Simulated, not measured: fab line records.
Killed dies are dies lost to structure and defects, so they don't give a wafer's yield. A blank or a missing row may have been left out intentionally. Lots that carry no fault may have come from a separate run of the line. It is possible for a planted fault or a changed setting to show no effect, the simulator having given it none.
fab line records || flow n5-finfet
record {"lots": 4, "wafers": 12, "last-day": 17}
route steps=1938 shown BEOL_M13@1684 BEOL_M14@1716 PASSIVATION@1936
lots that met no fault: taken from a fault-free run of the same line
start-h: start of the lot's first displayed wafer, in hours after the record's first day || wait-h: time in hours since the lot's previous step || " same as the row above || L1.1+2: a single row standing in for several wafers || - no value, or no start was given || * or withheld: withheld || < > ~ a bound
route shown NAME@n: NAME is a module with steps in the file, n the number in the route of the first one || usual: mean and standard deviation over wafers with no fault || same: alike in all rows || chamber/n: place in a boat || sites: each site's reading || _std_site: their standard deviation || _edge_site: mean of outer sites minus mean of inner sites || radius-mm: for every site, how far away it sits from the centre of the wafer || mask NAME#n: copy n || behind: tool/chamber where the wafer was last shaped || hold: why the lot was held/for how many hours/how that ended || device: the transistor (n, p or np) that didn't switch || end of line: tests run on the same wafers once the route is complete || for a step that has no rows: nothing shown but its recipe || killed: dies lost to structure and defects at the first sort, not the wafer's yield || map: shows each die of a wafer: x if killed, . if not, _ if none is there
set.NAME: the run value of the setting; set.NAME@STEP: its run value at that earlier step || model.NAME: the simulator's own value behind a step, which no gauge read
certain route steps with their lots: each step a table, each wafer a row
services: a tool's chamber out of use, with start hour (start-h, from the record's first day; less than 0 if before it), hours out, and reason
## steps
# step N5_BEOL_M13_SOFTBAKE_23
# recipe {"temp-c": 130, "time-s": 60}
# step N5_BEOL_M13_EXPOSE_25
# recipe {"mask-id": "M13", "na": 0.93, "source-shape": "conventional", "sigma-outer": 0.4, "polarization": "unpolarized", "target-cd-nm": 210, "dose-mj": 22}
# step N5_BEOL_M13_PEB_26
# recipe {"peb-temp-c": 130, "peb-time-s": 90}
# step N5_BEOL_M13_DEVELOP_27
# recipe {"develop-time-s": 45, "rinse-liquid": "diw", "dry": "air-spin", "dev-temp-c": 21}
# step N5_BEOL_M13_HARDBAKE_32
# recipe {"temp-c": 130, "time-s": 120}
# step N5_BEOL_M13_DESCUM_33
# recipe {"chemistry": "O2", "time-s": 7.9, "source-power-w": 50, "bias-power-w": 20, "pressure-mtorr": 20, "rf-frequency-hz": 2.712e+07, "temp-c": 40, "o2-flow-sccm": 225}
# step N5_BEOL_M13_ETCH_67
# recipe {"chemistry": "CF4", "target": "SiARC", "target-depth-a": 1430, "time-s": 238.3, "ion-energy-ev": 80, "pressure-mtorr": 40, "source-w": 545, "bias-w": 36, "Ar_flow_sccm": 100, "cf4-flow-sccm": 100, "ends": "cleared"}
# step N5_BEOL_M13_ETCH_68
# recipe {"chemistry": "N2/H2", "target": "SOC", "mask-material": "SiARC", "source-w": 3000, "bias-w": 350, "temp-c": 40, "time-s": 355, "ion-energy-ev": 200, "pressure-mtorr": 30, "n2-flow-sccm": 200, "h2-flow-sccm": 200}
# step N5_BEOL_M13_STRIP_69
# recipe {"chemistry": "N2/H2", "temp-c": 40, "n2-flow-sccm": 200, "h2-flow-sccm": 200, "rf-frequency-hz": 6e+07}
# step N5_BEOL_M13_TRENCH_ETCH_34
# recipe {"chemistry": "C4F8/O2/Ar", "target": "SiOC", "target-depth-a": 4134.7, "mask-material": "SOC", "pressure-mtorr": 30, "source-w": 3000, "bias-w": 700, "Ar_flow_sccm": 400, "C4F8_flow_sccm": 15, "O2_flow_sccm": 8, "he-inner-torr": 15, "he-outer-torr": 30, "time-s": 162.6, "ion-energy-ev": 250}
# usual {"drypump-motor-current-A": "5.6/0.42", "oes-product-au": "0.80/0.084", "rf-vpp-V": "664/3.3", "showerhead-plenum-p-Torr": "3.36/0.12", "throttle-valve-pct": "24.03/0.17"}
{"lot.wafer": "L200.1", "tool": "rie-diel-03", "chamber": 1, "start-h": 246.32, "wait-h": 0.0, "drypump-motor-current-A": 6.3, "oes-product-au": 0.95, "rf-hours-counter-h": 5, "rf-vpp-V": 667, "showerhead-plenum-p-Torr": 3.50, "throttle-valve-pct": 24.35}
{"lot.wafer": "L200.3", "tool": "rie-diel-03", "chamber": 2, "start-h": 246.32, "wait-h": 0.0, "drypump-motor-current-A": 5.0, "oes-product-au": 0.90, "rf-hours-counter-h": 28, "rf-vpp-V": 668, "showerhead-plenum-p-Torr": 3.45, "throttle-valve-pct": 23.76}
{"lot.wafer": "L200.4", "tool": "rie-diel-03", "chamber": 3, "start-h": 246.32, "wait-h": 0.0, "drypump-motor-current-A": 5.7, "oes-product-au": 0.66, "rf-hours-counter-h": "-", "rf-vpp-V": 662, "showerhead-plenum-p-Torr": 3.37, "throttle-valve-pct": 24.37}
{"lot.wafer": "L208.1", "tool": "rie-diel-01", "chamber": 2, "start-h": 272.60, "wait-h": 0.0, "drypump-motor-current-A": 5.2, "oes-product-au": 0.76, "rf-hours-counter-h": 165, "rf-vpp-V": 662, "showerhead-plenum-p-Torr": 3.28, "throttle-valve-pct": 24.12}
{"lot.wafer": "L208.4", "tool": "rie-diel-01", "chamber": 2, "start-h": 272.60, "wait-h": 0.0, "drypump-motor-current-A": 5.2, "oes-product-au": 0.75, "rf-hours-counter-h": "-", "rf-vpp-V": 661, "showerhead-plenum-p-Torr": 3.28, "throttle-valve-pct": 24.11}
{"lot.wafer": "L208.5", "tool": "rie-diel-01", "chamber": 1, "start-h": 272.60, "wait-h": 0.0, "drypump-motor-current-A": 5.8, "oes-product-au": 0.80, "rf-hours-counter-h": "-", "rf-vpp-V": 663, "showerhead-plenum-p-Torr": 3.33, "throttle-valve-pct": 24.01}
{"lot.wafer": "L209.1", "tool": "rie-diel-01", "chamber": 2, "start-h": 284.37, "wait-h": 0.0, "drypump-motor-current-A": 5.2, "oes-product-au": 0.76, "rf-hours-counter-h": 168, "rf-vpp-V": 662, "showerhead-plenum-p-Torr": 3.28, "throttle-valve-pct": 24.12}
{"lot.wafer": "L209.3", "tool": "rie-diel-01", "chamber": 0, "start-h": 284.37, "wait-h": 0.0, "drypump-motor-current-A": 5.0, "oes-product-au": 0.88, "rf-hours-counter-h": 34, "rf-vpp-V": 664, "showerhead-plenum-p-Torr": 3.37, "throttle-valve-pct": 23.96}
{"lot.wafer": "L209.4", "tool": "rie-diel-01", "chamber": 3, "start-h": 284.37, "wait-h": 0.0, "drypump-motor-current-A": 5.6, "oes-product-au": 0.74, "rf-hours-counter-h": 186, "rf-vpp-V": 668, "showerhead-plenum-p-Torr": 3.55, "throttle-valve-pct": 24.09}
{"lot.wafer": "L218.1", "tool": "rie-diel-01", "chamber": 0, "start-h": 358.91, "wait-h": 0.0, "drypump-motor-current-A": 5.0, "oes-product-au": 0.85, "rf-hours-counter-h": 58, "rf-vpp-V": 662, "showerhead-plenum-p-Torr": 3.36, "throttle-valve-pct": 23.99}
{"lot.wafer": "L218.2", "tool": "rie-diel-01", "chamber": 2, "start-h": 358.91, "wait-h": 0.0, "drypump-motor-current-A": 5.2, "oes-product-au": 0.73, "rf-hours-counter-h": 192, "rf-vpp-V": 663, "showerhead-plenum-p-Torr": 3.27, "throttle-valve-pct": 24.15}
{"lot.wafer": "L218.3", "tool": "rie-diel-01", "chamber": 3, "start-h": 358.91, "wait-h": 0.0, "drypump-motor-current-A": 5.6, "oes-product-au": 0.71, "rf-hours-counter-h": 210, "rf-vpp-V": 668, "showerhead-plenum-p-Torr": 3.53, "throttle-valve-pct": 24.12}
# step N5_BEOL_M13_STRIP_70
# recipe {"chemistry": "C4F8/O2/Ar", "resist": "SiARC", "rf-frequency-hz": 6e+07}
# step N5_BEOL_M13_STRIP_37
# recipe {"chemistry": "N2/H2", "power-w": 1000, "temp-c": 250, "h2-frac": 0.65, "overash-fraction": 0.3, "pressure-mtorr": "withheld", "n2-flow-sccm": 1750, "h2-flow-sccm": 3250}
# step N5_BEOL_M13_ETCH_38
# recipe {"chemistry": "CF4/N2", "target": "SiCN", "target-depth-a": 675, "taper-deg": 2, "time-s": 71.9, "ion-energy-ev": 150, "mask-material": "SiO2", "pressure-mtorr": 40, "source-w": 430, "bias-w": 70, "Ar_flow_sccm": 100, "cf4-flow-sccm": 60, "n2-flow-sccm": 60}
# step N5_BEOL_M13_PRECLEAN_39
# recipe {"chemistry": "residue-remover", "time-s": 60, "temp-c": 40}
# step N5_BEOL_M13_SRD_40
# recipe {"time-s": 30, "temp-c": 23, "rinse-liquid": "diw", "dry": "n2-spin", "spin-rpm": 1500, "dry-time-s": 30}
# step N5_BEOL_M13_DEGAS_41
# recipe {"ambient": "vacuum", "temp-c": 250, "time-s": 60}
# step N5_BEOL_M13_PRE_CLEAN_42
# recipe {"gas": "H2/He", "time-s": 30, "temp-c": 250}
# step N5_BEOL_M13_SPUTTER_43
# recipe {"material": "TaN", "target-thk-a": 150, "temp-c": 50, "bias-v": 168.6, "power-w": 15000, "chamber-pressure-pa": 0.12, "time-s": 24.19}
# step N5_BEOL_M13_SPUTTER_44
# recipe {"material": "Ta", "target-thk-a": 100, "temp-c": 50, "bias-v": 80, "power-w": 15000, "chamber-pressure-pa": 0.07, "time-s": 16.13}
# step N5_BEOL_M13_SPUTTER_45
# recipe {"material": "Cu", "target-thk-a": 800, "temp-c": -20, "bias-v": 60, "power-w": 26000, "chamber-pressure-pa": 0.13, "time-s": 13.33}
# step N5_BEOL_M13_ECD_47
# recipe {"material": "Cu", "target-thk-a": 9360}
# step N5_BEOL_M13_ANNEAL_48
# recipe {"temp-c": 225, "time-s": 90, "ambient": "N2"}
# step N5_BEOL_M13_CMP_49
# recipe {"stop-on": "SiOC", "t-overpolish-s": 17.1, "down-force-psi": 1, "platen-rpm": 50, "clearing-platen-down-force-psi": 1.5, "clearing-platen-rpm": 50, "post-cmp-clean": "cu-alkaline", "target-thk-nm": 420, "clearing-platen-pad-velocity-m-s": 0.99484, "pad-velocity-m-s": 0.99484}
# step N5_BEOL_M13_PRE_CLEAN_52
# recipe {"gas": "NH3", "time-s": 15, "temp-c": "withheld", "rf-power-w": 300}
# step N5_BEOL_M13_DEP_53
# recipe {"material": "SiCN", "target-thk-a": 500, "temp-c": "withheld", "precursor": "3MS/NH3", "pressure-torr": 3, "rf-w": 675, "time-s": 17.8}
# step N5_BEOL_M14_ILD_DEP_00
# recipe {"material": "SiO2", "target-thk-a": 11193, "temp-c": 400, "precursor": "TEOS/O2", "pressure-torr": 6.5, "rf-w": 900, "teos-flow-sccm": 161.4, "gas": "O2", "flow-sccm": 2650, "time-s": 237.4}
# step N5_BEOL_M14_COAT_58
# recipe {"resist": "BARC", "temp-c": 205, "time-s": 60, "spin-rpm": 1500, "resist-thk-nm": 89}
# step N5_BEOL_M14_COAT_04
# recipe {"spin-rpm": 1704, "resist-thk-nm": 800}
# step N5_BEOL_M14_EBR_06
# recipe {"solvent": "PGMEA", "ebr-width-mm": 1.5}
# step N5_BEOL_M14_SOFTBAKE_05
# recipe {"temp-c": 130, "time-s": 60}
# step N5_BEOL_M14_EXPOSE_07
# recipe {"mask-id": "V13", "na": 0.8, "source-shape": "annular", "sigma-inner": 0.5, "sigma-outer": 0.8, "polarization": "unpolarized", "attpsm-phase-deg": 180, "dose-mj": 57}
# step N5_BEOL_M14_PEB_08
# recipe {"peb-temp-c": 130, "peb-time-s": 90}
# step N5_BEOL_M14_DEVELOP_09
# recipe {"develop-time-s": 45, "rinse-liquid": "diw", "dry": "air-spin", "dev-temp-c": 21}
# step N5_BEOL_M14_HARDBAKE_14
# recipe {"temp-c": 130, "time-s": 120}
# step N5_PASSIVATION_PROBE_49
# usual {"defect-limited-yield": "91.2/1.6", "killed_at_M0_to_M3": "34/11", "killed_at_M4_up": "14/5.7", "killed-at-contacts": "14/6.6", "killed-at-front-end": "37/10", "killed-at-other": "4/3.2", "killed-dies": "104/19", "killed-open": "69/13", "killed-short": "33/8.7", "sort_bin_5_function": "5.1/1", "sort_bin_6_memory": "3.3/0.76", "sort-n-pass": "1076/19", "sort-yield-pct": "91.2/1.6"}
# same {"gross-dies": 1180, "killed-at-back-side": 0, "sort_bin_4_leakage[%]": 0, "sort_bin_8_speed[%]": 0}
{"lot.wafer": "L208.1", "tool": "prober-02", "chamber": "-", "start-h": 308.69, "wait-h": 0.0, "defect-limited-yield[%]": 81.7, "killed_at_M0_to_M3": 28, "killed_at_M4_up": 150, "killed-at-contacts": 11, "killed-at-front-end": 23, "killed-at-other": 4, "killed-dies": 216, "killed-open": 50, "killed-short": 28, "sort_bin_5_function[%]": 10.6, "sort_bin_6_memory[%]": 3.9, "sort-n-pass": 964, "sort-yield-pct[%]": 81.7}
{"lot.wafer": "L208.4", "tool": "prober-02", "chamber": "-", "start-h": 308.84, "wait-h": 0.2, "defect-limited-yield[%]": 81.5, "killed_at_M0_to_M3": 28, "killed_at_M4_up": 152, "killed-at-contacts": 13, "killed-at-front-end": 23, "killed-at-other": 2, "killed-dies": 218, "killed-open": 52, "killed-short": 20, "sort_bin_5_function[%]": 12.2, "sort_bin_6_memory[%]": 3.6, "sort-n-pass": 962, "sort-yield-pct[%]": 81.5}
{"lot.wafer": "L209.1", "tool": "prober-02", "chamber": "-", "start-h": 313.48, "wait-h": 0.0, "defect-limited-yield[%]": 78.9, "killed_at_M0_to_M3": 23, "killed_at_M4_up": 164, "killed-at-contacts": 18, "killed-at-front-end": 44, "killed-at-other": 0, "killed-dies": 249, "killed-open": 79, "killed-short": 34, "sort_bin_5_function[%]": 12.5, "sort_bin_6_memory[%]": 5.1, "sort-n-pass": 931, "sort-yield-pct[%]": 78.9}
{"lot.wafer": "L209.3", "tool": "prober-02", "chamber": "-", "start-h": 313.58, "wait-h": 0.1, "defect-limited-yield[%]": 91.5, "killed_at_M0_to_M3": 13, "killed_at_M4_up": 16, "killed-at-contacts": 25, "killed-at-front-end": 44, "killed-at-other": 2, "killed-dies": 100, "killed-open": 67, "killed-short": 32, "sort_bin_5_function[%]": 5.3, "sort_bin_6_memory[%]": 3.0, "sort-n-pass": 1080, "sort-yield-pct[%]": 91.5}
{"lot.wafer": "L209.4", "tool": "prober-02", "chamber": "-", "start-h": 313.63, "wait-h": 0.2, "defect-limited-yield[%]": 89.2, "killed_at_M0_to_M3": 41, "killed_at_M4_up": 25, "killed-at-contacts": 13, "killed-at-front-end": 46, "killed-at-other": 3, "killed-dies": 128, "killed-open": 79, "killed-short": 48, "sort_bin_5_function[%]": 6.6, "sort_bin_6_memory[%]": 3.8, "sort-n-pass": 1052, "sort-yield-pct[%]": 89.2}
# killed by level:class
L208.1 BEOL_M13:unspecified=137 MOL_CONTACT_COAG:geometric-particle:open=8 BEOL_M4:geometric-particle:open=8 BEOL_M0_SAQP:geometric-particle:short=7 BEOL_M1:geometric-particle:open=5 BEOL_M0_SAQP:geometric-particle:open=5 BEOL_M2:geometric-particle:open=5 STARTING-WAFER:geometric-particle:short=5
L208.4 BEOL_M13:unspecified=145 MOL_CONTACT_COAG:geometric-particle:open=13 BEOL_M1:geometric-particle:open=7 BEOL_M2:geometric-particle:open=5 BEOL_M0_SAQP:geometric-particle:open=5 STI_FIN_REVEAL:geometric-particle:short=4 GATE_CUT:geometric-particle:short=4 GATE_CUT:geometric-particle:open=4
L209.1 BEOL_M13:unspecified=136 MOL_CONTACT_COAG:geometric-particle:open=15 BEOL_M4:geometric-particle:open=12 FIN_SAQP:geometric-particle:open=10 STI_FIN_REVEAL:geometric-particle:open=8 GATE_CUT:geometric-particle:short=8 BEOL_M0_SAQP:geometric-particle:open=6 DUMMY_GATE:geometric-particle:open=5
L209.3 MOL_CONTACT_COAG:geometric-particle:open=20 FIN_SAQP:geometric-particle:short=9 STI_FIN_REVEAL:geometric-particle:open=9 FIN_SAQP:geometric-particle:open=7 DUMMY_GATE:geometric-particle:open=5 MOL_CONTACT_COAG:geometric-particle:short=5 BEOL_M2:geometric-particle:open=5 BEOL_M4:geometric-particle:open=5
L209.4 BEOL_M4:geometric-particle:open=11 MOL_CONTACT_COAG:geometric-particle:open=11 BEOL_M0_SAQP:geometric-particle:short=11 BEOL_M3:geometric-particle:open=9 STI_FIN_REVEAL:geometric-particle:open=8 GATE_CUT:geometric-particle:short=8 DUMMY_GATE:geometric-particle:open=6 BEOL_M0_SAQP:geometric-particle:open=5
# map L208.4 (x killed, . not)
_________________..xxxxxxx...________________
______________..xxxxxxxxxx......_____________
___________..x.xxxxxxxxxx..xx....x.__________
__________x....xxxxxxxxxxxxxx......x_________
________.......xxxxxxxxxxxxxx.....x..._______
_______....x...xxxxxxxxxxxxxx..........______
______.......xxxxxxxxxxxxxxx............_____
_____..........xxxxxxxxxxxxxxx.x.........____
____...........xxxxxxxxxxxxx..x..........x___
___..........x.xxxxxxxxxxxxx.x..x...xx.....__
___.x...........x.xxxxxxxx..x..............__
__....x.........x..xxxxxx.x...........x....._
__.....x..........x...x.x..x.......x........_
_................x.....x.....................
_............................................
_...............................x........xx..
_....x..............x..x.....................
_..x.................x.......................
_x.............x.......x.......x..........x..
_.........................x.....x............
_.........................xx................x
__.x...xx...............................x..._
__....x.....x......x....x............x....x._
___.........................x......x......x__
___.......................x................__
____.x.x.........xx............x.......x..___
_____...........x.......................x____
______x................................._____
_______...........................x.x..______
________...........................x.._______
__________.................x.x.x...._________
___________.............x..........__________
______________.................._____________
_________________............________________
# map L209.1 (x killed, . not)
_________________x.....xxx...________________
______________.x..xxxxxx.xxx...._____________
___________......xxxxxxxxxxx.x...x.__________
__________......xxxxxxxxxxxxx......._________
________......xxxxxxxxxxxxxx.......x.._______
_______....xxx.xxxxxxxxxxxxxxx..x......______
______x.......xx.xxxxxxxxxx.x..........._____
_____.........xxxxxxxxxxxxx.....x........____
____...........xxxxxxxxxxxxxx....x........___
___.........x..xxxxxxxxxx.xx.x............x__
___...........xx..x.xxxxxxx..x.x.....x.....__
__..x..........x.x..xxxxxx........xxxx.x...._
__.x....x.x......x....xxx......x............_
_................x..x....x........x..........
_x....x..................x............x......
_....x..........x.......x.........x.x........
_...........x..x................x.....x......
_...x.......x........x.x.x.......x..........x
_......x............x........x...............
_..............................xx.....x....x.
_...x...........x.....x..x................x..
__.............x..........x.x..x.x..x......._
__.....x.....................x.............._
___...x..................x.x........x......__
___....................x...x.x...xx......x.__
____......x.....x........x..x....xx.......___
_____..............x...xx..xx............____
______x....xx..x..................x..x.._____
_______........xx.....x................______
________..x.....x....................._______
__________...........x..........x..._________
___________.....x............x.x...__________
______________..............x..._____________
_________________............________________
## services
{"tool": "rie-diel-03", "chamber": 0, "start-h": 234.11, "hours": "-", "kind": "clean"}
{"tool": "rie-diel-03", "chamber": 0, "start-h": 234.11, "hours": "-", "kind": "consumable-replace:focus-ring"}
{"tool": "rie-diel-03", "chamber": 0, "start-h": 234.11, "hours": 26.9, "kind": "scheduled-down"}
{"tool": "rie-diel-03", "chamber": 0, "start-h": 234.11, "hours": 26.9, "kind": "vent-cycle"}
{"tool": "rie-diel-01", "chamber": 0, "start-h": 254.85, "hours": 1.3, "kind": "repair"}
{"tool": "rie-diel-03", "chamber": 3, "start-h": 261.00, "hours": "-", "kind": "clean"}
{"tool": "rie-diel-03", "chamber": 3, "start-h": 261.00, "hours": "-", "kind": "consumable-replace:focus-ring"}
{"tool": "rie-diel-03", "chamber": 3, "start-h": 261.00, "hours": 17.3, "kind": "scheduled-down"}
{"tool": "rie-diel-03", "chamber": 3, "start-h": 261.00, "hours": 17.3, "kind": "vent-cycle"}
{"tool": "rie-diel-01", "chamber": 0, "start-h": 269.55, "hours": 3.6, "kind": "repair"}
{"tool": "rie-diel-01", "chamber": 1, "start-h": 305.80, "hours": 8.6, "kind": "repair"}
{"tool": "rie-diel-03", "chamber": 1, "start-h": 336.61, "hours": 1.6, "kind": "repair"}
## key
first-sign {"step": "N5_PASSIVATION_PROBE_49", "reading": "killed_at_M4_up", "direction": "up", "sigmas": 25, "usual": 14, "struck": 155}
effect {"step": "N5_PASSIVATION_PROBE_49", "reading": "defect-limited-yield", "direction": "down", "sigmas": 6.4, "usual": 91.2, "struck": 80.7}
more-kills-born-at {"N5_BEOL_M13_TRENCH_ETCH_34@rie-diel-01": 418}
met-at N5_BEOL_M13_TRENCH_ETCH_34
struck-wafers L208.1,L208.4,L209.1
fault {"kind": "chamber-particle-source", "tool": "rie-diel-01", "chamber": 2, "onset-h": 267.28, "steps": "N5_BEOL_M13_TRENCH_ETCH_34", "rate-per-visit-cm2": 1.4596, "end-h": 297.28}
